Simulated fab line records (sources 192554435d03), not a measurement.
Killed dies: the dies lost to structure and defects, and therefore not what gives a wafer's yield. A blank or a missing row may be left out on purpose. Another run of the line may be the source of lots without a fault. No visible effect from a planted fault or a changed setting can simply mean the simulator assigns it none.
Split-lot study + flow n5 finfet + 21 wafers read from 7 lots, route of 1938 steps

THE SPLIT
At N5_BEOL_M8_COAT_60 (time 60 s, resist thk 35 nm), the setting spin rpm was moved away from the recipe's 1500 rpm on 5 of the 21 wafers read, by -7.9% to -4.9%. The other wafers ran this setting at the recipe's value.

FROM THE SPLIT TO THE READING: what the file shows between them, 4 steps
- N5_BEOL_M8_COAT_05: resist thk 90 nm
- N5_BEOL_M8_EBR_07
- N5_BEOL_M8_DESCUM_16: chemistry O2, time 7.9 s
- N5_BEOL_M8_ETCH_61: etches SiARC in CF4, target depth 45.5 nm, time 75.8 s

THE READING
SiARC_of_BEOL_M8_COAT_60.thk nm (the simulator's own value, which no gauge read), in nm, at N5_BEOL_M8_ETCH_62 (etches SOC in N2/H2, target depth 110 nm, overetch 22 nm, time 165 s). No usual value for it is given in the file. The 16 wafers here that ran the recipe average 28.5 nm, standard deviation 0.19 nm.

| wafer  | tool, chamber at the split | spin rpm as run, rpm | against the recipe | SiARC_of_BEOL_M8_COAT_60.thk nm, nm | against lot-mates on the recipe |
|--------|----------------------------|----------------------|--------------------|-------------------------------------|---------------------------------|
| L077.4 | litho track-04, 0          | 1500                 | recipe             | 28.6                                | -                               |
| L077.5 | litho track-04, 0          | 1427                 | -4.9%              | 29.6                                | +1.1                            |
| L077.6 | litho track-04, 0          | 1500                 | recipe             | 28.4                                | -                               |
| L082.2 | litho track-04, 0          | 1500                 | recipe             | 28.8                                | -                               |
| L082.5 | litho track-04, 0          | 1500                 | recipe             | 28.6                                | -                               |
| L082.6 | litho track-04, 0          | 1500                 | recipe             | 28.6                                | -                               |
| L085.3 | litho track-03, 0          | 1500                 | recipe             | 28                                  | -                               |
| L085.4 | litho track-03, 0          | 1500                 | recipe             | 28.6                                | -                               |
| L085.5 | litho track-03, 0          | 1500                 | recipe             | 28.4                                | -                               |
| L087.3 | litho track-01, 0          | 1500                 | recipe             | 28.4                                | -                               |
| L087.6 | litho track-01, 0          | 1500                 | recipe             | 28.4                                | -                               |
| L087.4 | litho track-01, 0          | 1500                 | recipe             | 28.8                                | -                               |
| L091.1 | litho track-01, 0          | 1382                 | -7.9%              | 29.8                                | no lot-mate on the recipe       |
| L091.2 | litho track-01, 0          | 1382                 | -7.9%              | 30.2                                | no lot-mate on the recipe       |
| L091.3 | litho track-01, 0          | 1382                 | -7.9%              | 29.6                                | no lot-mate on the recipe       |
| L092.1 | litho track-04, 0          | 1500                 | recipe             | 28.4                                | -                               |
| L092.5 | litho track-04, 0          | 1500                 | recipe             | 28.4                                | -                               |
| L092.3 | litho track-04, 0          | 1500                 | recipe             | 28.6                                | -                               |
| L095.1 | litho track-04, 0          | 1415                 | -5.7%              | 29.6                                | +1.2                            |
| L095.2 | litho track-04, 0          | 1500                 | recipe             | 28.4                                | -                               |
| L095.5 | litho track-04, 0          | 1500                 | recipe             | 28.4                                | -                               |

THE FIT
A straight line over all 21 wafers: SiARC_of_BEOL_M8_COAT_60.thk nm changes by -0.182 nm for each +1% of spin rpm; r = -0.94; the points scatter about the line by 0.21 nm.
The same after taking each lot's own level away (the mean of its wafers on the recipe; 18 wafers): -0.218 nm for each +1%; r = -0.93; scatter 0.15 nm.
Per that fit: largest spin rpm move, reading shift of 1.7 nm.
From 28.33 to 28.67 nm: that is the span of the lots' own levels, equal to 1.8 times the standard deviation above.
In other words, the slope is changed by the lot-to-lot level; the two fits disagree.
Check: with one of the wafers moved furthest among these (-5.7%) left out of the fit, the line predicts +1.28 nm for it against its lot-mates. It came out at +1.2 nm against them.

ADDITIONAL SPLITS CARRIED BY THESE WAFERS
Note: prior to the reading, these wafers also went through further splits. Each is held against what the fit with the lots' levels taken away leaves over:
| other split on the same wafers | wafers away from the commonest value | r with SiARC_of_BEOL_M8_COAT_60.thk nm (lot level and that fit taken away) |
|--------------------------------|--------------------------------------|----------------------------------------------------------------------------|
| N5_BEOL_M7_EXPOSE_25 dose mj   | 10                                   | +0.15                                                                      |

THE WHOLE CHAIN: every reading that the file lists as answering this split, in the file's order
| step               | what it does                                                         | reading                                                                          | change (the file's fit)               | r (the file's) |
|--------------------|----------------------------------------------------------------------|----------------------------------------------------------------------------------|---------------------------------------|----------------|
| N5_BEOL_M8_COAT_60 | time 60 s, resist thk 35 nm                                          | SiARC_of_BEOL_M8_COAT_60.thk nm (the simulator's own value, which no gauge read) | -0.171 nm for each +1% of the setting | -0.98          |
| N5_BEOL_M8_ETCH_61 | etches SiARC in CF4, target depth 45.5 nm, time 75.8 s               | etch.depth nm (the simulator's own value, which no gauge read)                   | -0.181 nm for each +1% of the setting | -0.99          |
| N5_BEOL_M8_ETCH_62 | etches SOC in N2/H2, target depth 110 nm, overetch 22 nm, time 165 s | SiARC_of_BEOL_M8_COAT_60.thk nm (the simulator's own value, which no gauge read) | -0.218 nm for each +1% of the setting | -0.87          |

FILE'S OWN FIT
SiARC_of_BEOL_M8_COAT_60.thk nm changes by -0.218 nm for each +1% of spin rpm, r = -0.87.
